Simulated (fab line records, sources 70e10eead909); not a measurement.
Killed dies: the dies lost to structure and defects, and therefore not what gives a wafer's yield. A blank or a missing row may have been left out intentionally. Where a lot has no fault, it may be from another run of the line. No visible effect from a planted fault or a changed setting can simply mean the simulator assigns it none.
Which tool did it? / flow nand-harc / 12 lots, 36 wafers sampled, at 5 steps of a route of 1302

== WHAT THE GAUGES SHOWED, per wafer ==
NHARC_END_SORT_01.
lot=L140; measured=day 31 23:22; on=prober-01; killed-at-array=72 73 80; killed-at-other=0 0 1; killed-at-periphery=1 3 5; killed-dies=73 76 86; killed-open=4 4 3; killed-short=0 3 0

== EACH LOT AND THE TOOL THAT RAN IT (in order: tool; ch and the chambers of the sampled wafers; start) ==
lot=L125; NHARC_P_GATE_DEVELOP_25=litho-track-04 ch 0, day 5 04:00; NHARC_P_GATE_STRIP_101=rie-diel-07 ch 0,2, day 5 15:22; NHARC_P_GATE_DESCUM_48=rie-diel-05 ch 0,1,2, day 5 16:19; NHARC_P_GATE_RTA_64=rtp-anneal-01 ch 0, day 5 21:20
lot=L129; NHARC_P_GATE_DEVELOP_25=litho-track-01 ch 0, day 6 23:00; NHARC_P_GATE_STRIP_101=rie-diel-03 ch 1,2,3, day 7 10:26; NHARC_P_GATE_DESCUM_48=rie-diel-07 ch 0,1, day 7 11:23; NHARC_P_GATE_RTA_64=rtp-anneal-01 ch 0, day 7 20:05
lot=L130; NHARC_P_GATE_DEVELOP_25=litho-track-04 ch 0, day 7 11:00; NHARC_P_GATE_STRIP_101=rie-diel-07 ch 2,3, day 7 22:53; NHARC_P_GATE_DESCUM_48=rie-diel-07 ch 0,3, day 7 23:59; NHARC_P_GATE_RTA_64=rtp-anneal-02 ch 0, day 8 05:22
lot=L132; NHARC_P_GATE_DEVELOP_25=litho-track-01 ch 0, day 8 15:00; NHARC_P_GATE_STRIP_101=rie-diel-03 ch 0,1,3, day 9 02:32; NHARC_P_GATE_DESCUM_48=rie-diel-07 ch 1,2, day 9 03:30; NHARC_P_GATE_RTA_64=rtp-anneal-01 ch 0, day 9 08:34
lot=L138; NHARC_P_GATE_DEVELOP_25=litho-track-01 ch 0, day 11 05:00; NHARC_P_GATE_STRIP_101=rie-diel-07 ch 0,2,3, day 11 18:44; NHARC_P_GATE_DESCUM_48=rie-diel-05 ch 0,2,3, day 11 19:49; NHARC_P_GATE_RTA_64=rtp-anneal-02 ch 0, day 12 00:47
lot=L140; NHARC_P_GATE_DEVELOP_25=litho-track-01 ch 0, day 11 18:00; NHARC_P_GATE_STRIP_101=rie-diel-05 ch 1,2,3, day 12 05:49; NHARC_P_GATE_DESCUM_48=rie-diel-05 ch 0,3, day 12 06:56; NHARC_P_GATE_RTA_64=rtp-anneal-02 ch 0, day 12 11:55
lot=L141; NHARC_P_GATE_DEVELOP_25=litho-track-06 ch 0, day 11 22:00; NHARC_P_GATE_STRIP_101=rie-diel-05 ch 1,3, day 12 10:00; NHARC_P_GATE_DESCUM_48=rie-diel-05 ch 0,1,2, day 12 11:05; NHARC_P_GATE_RTA_64=rtp-anneal-02 ch 0, day 12 16:14
lot=L142; NHARC_P_GATE_DEVELOP_25=litho-track-06 ch 0, day 12 14:00; NHARC_P_GATE_STRIP_101=rie-diel-05 ch 0,1,3, day 13 04:14; NHARC_P_GATE_DESCUM_48=rie-diel-03 ch 2,3, day 13 05:20; NHARC_P_GATE_RTA_64=rtp-anneal-02 ch 0, day 13 10:17
lot=L143; NHARC_P_GATE_DEVELOP_25=litho-track-06 ch 0, day 12 21:00; NHARC_P_GATE_STRIP_101=rie-diel-05 ch 1,2,3, day 13 08:23; NHARC_P_GATE_DESCUM_48=rie-diel-05 ch 1,2,3, day 13 09:20; NHARC_P_GATE_RTA_64=rtp-anneal-02 ch 0, day 13 14:27
lot=L145; NHARC_P_GATE_DEVELOP_25=litho-track-06 ch 0, day 13 15:00; NHARC_P_GATE_STRIP_101=rie-diel-07 ch 0,2, day 14 04:16; NHARC_P_GATE_DESCUM_48=rie-diel-05 ch 0,3, day 14 05:21; NHARC_P_GATE_RTA_64=rtp-anneal-01 ch 0, day 14 10:23
lot=L146; NHARC_P_GATE_DEVELOP_25=litho-track-01 ch 0, day 14 05:00; NHARC_P_GATE_STRIP_101=rie-diel-07 ch 0,3, day 14 16:32; NHARC_P_GATE_DESCUM_48=rie-diel-05 ch 0,2, day 14 17:31; NHARC_P_GATE_RTA_64=rtp-anneal-01 ch 0, day 14 23:31
lot=L147; NHARC_P_GATE_DEVELOP_25=litho-track-04 ch 0, day 14 09:00; NHARC_P_GATE_STRIP_101=rie-diel-07 ch 1,2,3, day 14 21:06; NHARC_P_GATE_DESCUM_48=rie-diel-07 ch 0,3, day 14 22:04; NHARC_P_GATE_RTA_64=rtp-anneal-02 ch 0, day 15 03:11
- NHARC_P_GATE_DEVELOP_25: develop time 35 s.
- NHARC_P_GATE_STRIP_101: strips in O2, time 20 s.
- NHARC_P_GATE_DESCUM_48: chemistry O2, time 3 s.
- NHARC_P_GATE_RTA_64: time 1 s.

== WHAT THE TOOLS THEMSELVES READ (means of the sampled wafers that have a number; where no wafer has one, the mark that the record gives instead) ==
NHARC_P_GATE_DEVELOP_25.
lot=L125; tool=litho-track-04; developer-temp-C (C)=22.91
lot=L129; tool=litho-track-01; developer-temp-C (C)=23.01
lot=L130; tool=litho-track-04; developer-temp-C (C)=22.96
lot=L132; tool=litho-track-01; developer-temp-C (C)=22.94
lot=L138; tool=litho-track-01; developer-temp-C (C)=22.12
lot=L140; tool=litho-track-01; developer-temp-C (C)=22.20
lot=L141; tool=litho-track-06; developer-temp-C (C)=23.05
lot=L142; tool=litho-track-06; developer-temp-C (C)=23.06
lot=L143; tool=litho-track-06; developer-temp-C (C)=22.81
lot=L145; tool=litho-track-06; developer-temp-C (C)=23.11
lot=L146; tool=litho-track-01; developer-temp-C (C)=22.97
lot=L147; tool=litho-track-04; developer-temp-C (C)=23.04

NHARC_P_GATE_STRIP_101.
lot=L125; tool=rie-diel-07; drypump-motor-current-A (A)=5.9; o2-flow-sccm (sccm)=500.4; oes-product-au (a.u.)=1.005; rf-vpp-V (V)=57.7; showerhead-plenum-p-Torr (Torr)=3.66; throttle-valve-pct (%)=17.028
lot=L129; tool=rie-diel-03; drypump-motor-current-A (A)=5.7; o2-flow-sccm (sccm)=500.5; oes-product-au (a.u.)=0.996; rf-vpp-V (V)=57.1; showerhead-plenum-p-Torr (Torr)=3.40; throttle-valve-pct (%)=17.040
lot=L130; tool=rie-diel-07; drypump-motor-current-A (A)=5.4; o2-flow-sccm (sccm)=498.7; oes-product-au (a.u.)=0.991; rf-vpp-V (V)=58.5; showerhead-plenum-p-Torr (Torr)=3.72; throttle-valve-pct (%)=17.041
lot=L132; tool=rie-diel-03; drypump-motor-current-A (A)=5.6; o2-flow-sccm (sccm)=499.8; oes-product-au (a.u.)=0.997; rf-vpp-V (V)=58.1; showerhead-plenum-p-Torr (Torr)=3.42; throttle-valve-pct (%)=17.032
lot=L138; tool=rie-diel-07; drypump-motor-current-A (A)=5.6; o2-flow-sccm (sccm)=501.1; oes-product-au (a.u.)=0.996; rf-vpp-V (V)=58.7; showerhead-plenum-p-Torr (Torr)=3.69; throttle-valve-pct (%)=17.037
lot=L140; tool=rie-diel-05; drypump-motor-current-A (A)=6.2; o2-flow-sccm (sccm)=500.2; oes-product-au (a.u.)=0.998; rf-vpp-V (V)=57.9; showerhead-plenum-p-Torr (Torr)=3.54; throttle-valve-pct (%)=17.045
lot=L141; tool=rie-diel-05; drypump-motor-current-A (A)=6.2; o2-flow-sccm (sccm)=500.1; oes-product-au (a.u.)=1.008; rf-vpp-V (V)=57.6; showerhead-plenum-p-Torr (Torr)=3.47; throttle-valve-pct (%)=17.032
lot=L142; tool=rie-diel-05; drypump-motor-current-A (A)=6.0; o2-flow-sccm (sccm)=501.4; oes-product-au (a.u.)=1.013; rf-vpp-V (V)=58.1; showerhead-plenum-p-Torr (Torr)=3.44; throttle-valve-pct (%)=17.036
lot=L143; tool=rie-diel-05; drypump-motor-current-A (A)=6.2; o2-flow-sccm (sccm)=500.4; oes-product-au (a.u.)=0.994; rf-vpp-V (V)=58.3; showerhead-plenum-p-Torr (Torr)=3.54; throttle-valve-pct (%)=17.037
lot=L145; tool=rie-diel-07; drypump-motor-current-A (A)=5.8; o2-flow-sccm (sccm)=499.7; oes-product-au (a.u.)=1.010; rf-vpp-V (V)=58.4; showerhead-plenum-p-Torr (Torr)=3.66; throttle-valve-pct (%)=17.034
lot=L146; tool=rie-diel-07; drypump-motor-current-A (A)=5.6; o2-flow-sccm (sccm)=498.8; oes-product-au (a.u.)=1.008; rf-vpp-V (V)=58.8; showerhead-plenum-p-Torr (Torr)=3.70; throttle-valve-pct (%)=17.045
lot=L147; tool=rie-diel-07; drypump-motor-current-A (A)=5.8; o2-flow-sccm (sccm)=499.4; oes-product-au (a.u.)=0.999; rf-vpp-V (V)=57.8; showerhead-plenum-p-Torr (Torr)=3.70; throttle-valve-pct (%)=17.031

NHARC_P_GATE_DESCUM_48.
lot=L125; tool=rie-diel-05; drypump-motor-current-A (A)=6.0; o2-flow-sccm (sccm)=200.0; oes-product-au (a.u.)=0.991; rf-vpp-V (V)=58.2; showerhead-plenum-p-Torr (Torr)=1.94; throttle-valve-pct (%)=11.311
lot=L129; tool=rie-diel-07; drypump-motor-current-A (A)=6.1; o2-flow-sccm (sccm)=199.8; oes-product-au (a.u.)=1.021; rf-vpp-V (V)=58.4; showerhead-plenum-p-Torr (Torr)=2.02; throttle-valve-pct (%)=11.311
lot=L130; tool=rie-diel-07; drypump-motor-current-A (A)=5.4; o2-flow-sccm (sccm)=199.9; oes-product-au (a.u.)=1.011; rf-vpp-V (V)=58.1; showerhead-plenum-p-Torr (Torr)=2.03; throttle-valve-pct (%)=11.309
lot=L132; tool=rie-diel-07; drypump-motor-current-A (A)=6.1; o2-flow-sccm (sccm)=200.1; oes-product-au (a.u.)=1.007; rf-vpp-V (V)=58.2; showerhead-plenum-p-Torr (Torr)=2.01; throttle-valve-pct (%)=11.326
lot=L138; tool=rie-diel-05; drypump-motor-current-A (A)=5.9; o2-flow-sccm (sccm)=200.3; oes-product-au (a.u.)=0.996; rf-vpp-V (V)=58.2; showerhead-plenum-p-Torr (Torr)=1.90; throttle-valve-pct (%)=11.304
lot=L140; tool=rie-diel-05; drypump-motor-current-A (A)=5.7; o2-flow-sccm (sccm)=200.8; oes-product-au (a.u.)=0.995; rf-vpp-V (V)=57.9; showerhead-plenum-p-Torr (Torr)=1.85; throttle-valve-pct (%)=11.311
lot=L141; tool=rie-diel-05; drypump-motor-current-A (A)=6.0; o2-flow-sccm (sccm)=200.1; oes-product-au (a.u.)=1.001; rf-vpp-V (V)=57.8; showerhead-plenum-p-Torr (Torr)=1.93; throttle-valve-pct (%)=11.300
lot=L142; tool=rie-diel-03; drypump-motor-current-A (A)=6.3; o2-flow-sccm (sccm)=199.9; oes-product-au (a.u.)=1.020; rf-vpp-V (V)=56.8; showerhead-plenum-p-Torr (Torr)=1.86; throttle-valve-pct (%)=11.312
lot=L143; tool=rie-diel-05; drypump-motor-current-A (A)=6.1; o2-flow-sccm (sccm)=199.7; oes-product-au (a.u.)=1.001; rf-vpp-V (V)=57.5; showerhead-plenum-p-Torr (Torr)=1.91; throttle-valve-pct (%)=11.308
lot=L145; tool=rie-diel-05; drypump-motor-current-A (A)=5.9; o2-flow-sccm (sccm)=199.4; oes-product-au (a.u.)=0.998; rf-vpp-V (V)=57.8; showerhead-plenum-p-Torr (Torr)=1.83; throttle-valve-pct (%)=11.309
lot=L146; tool=rie-diel-05; drypump-motor-current-A (A)=5.9; o2-flow-sccm (sccm)=199.7; oes-product-au (a.u.)=1.001; rf-vpp-V (V)=57.6; showerhead-plenum-p-Torr (Torr)=1.97; throttle-valve-pct (%)=11.310
lot=L147; tool=rie-diel-07; drypump-motor-current-A (A)=5.6; o2-flow-sccm (sccm)=199.6; oes-product-au (a.u.)=1.011; rf-vpp-V (V)=58.3; showerhead-plenum-p-Torr (Torr)=2.02; throttle-valve-pct (%)=11.299

NHARC_P_GATE_RTA_64.
lot=L125; tool=rtp-anneal-01; lamp-power-pct (%)=34.72; wafer_temp_C_max=1053.4
lot=L129; tool=rtp-anneal-01; lamp-power-pct (%)=34.67; wafer_temp_C_max=1052.8
lot=L130; tool=rtp-anneal-02; lamp-power-pct (%)=34.36; wafer_temp_C_max=1053.9
lot=L132; tool=rtp-anneal-01; lamp-power-pct (%)=34.67; wafer_temp_C_max=1053.2
lot=L138; tool=rtp-anneal-02; lamp-power-pct (%)=34.43; wafer_temp_C_max=1055.4
lot=L140; tool=rtp-anneal-02; lamp-power-pct (%)=34.46; wafer_temp_C_max=1054.8
lot=L141; tool=rtp-anneal-02; lamp-power-pct (%)=34.46; wafer_temp_C_max=1053.7
lot=L142; tool=rtp-anneal-02; lamp-power-pct (%)=34.40; wafer_temp_C_max=1054.2
lot=L143; tool=rtp-anneal-02; lamp-power-pct (%)=34.48; wafer_temp_C_max=1054.3
lot=L145; tool=rtp-anneal-01; lamp-power-pct (%)=34.71; wafer_temp_C_max=1053.9
lot=L146; tool=rtp-anneal-01; lamp-power-pct (%)=34.68; wafer_temp_C_max=1053.5
lot=L147; tool=rtp-anneal-02; lamp-power-pct (%)=34.43; wafer_temp_C_max=1054.0

== THE ANSWER, worked out from the rows above alone ==
Rule: usual is defined by the lots themselves. Put in order of their means at a reading, lots are off if they are a third of the lots or fewer, leave a main group of 4 or more, and stand apart from it by a gap of 3 or more times the standard deviation of the main group's means; of several such gaps the widest counts. Not used: any main group whose means are identical at the precision the tables above print for the reading. A lot without any number at a reading at which 4 lots or more have one is off too. Any other lot the step has rows for is counted as sound. Order of review: gauges by route order, followed by the tools' own readings, for which a lot's mean as printed above is used. At the first step where some lot is off, the reading lying furthest off is the one used; lots without a number count as furthest.
Off, at NHARC_P_GATE_DEVELOP_25 on developer-temp-C: L138, L140. Mean 22.99 C and standard deviation 0.083 in the main group.
If a tool, at that step or one of the process steps before it, ran each lot that is off and ran no sound lot following the first of them, it fits. Not one of the candidates tried fits.

== WHAT THE SIMULATOR HAD PUT IN ==
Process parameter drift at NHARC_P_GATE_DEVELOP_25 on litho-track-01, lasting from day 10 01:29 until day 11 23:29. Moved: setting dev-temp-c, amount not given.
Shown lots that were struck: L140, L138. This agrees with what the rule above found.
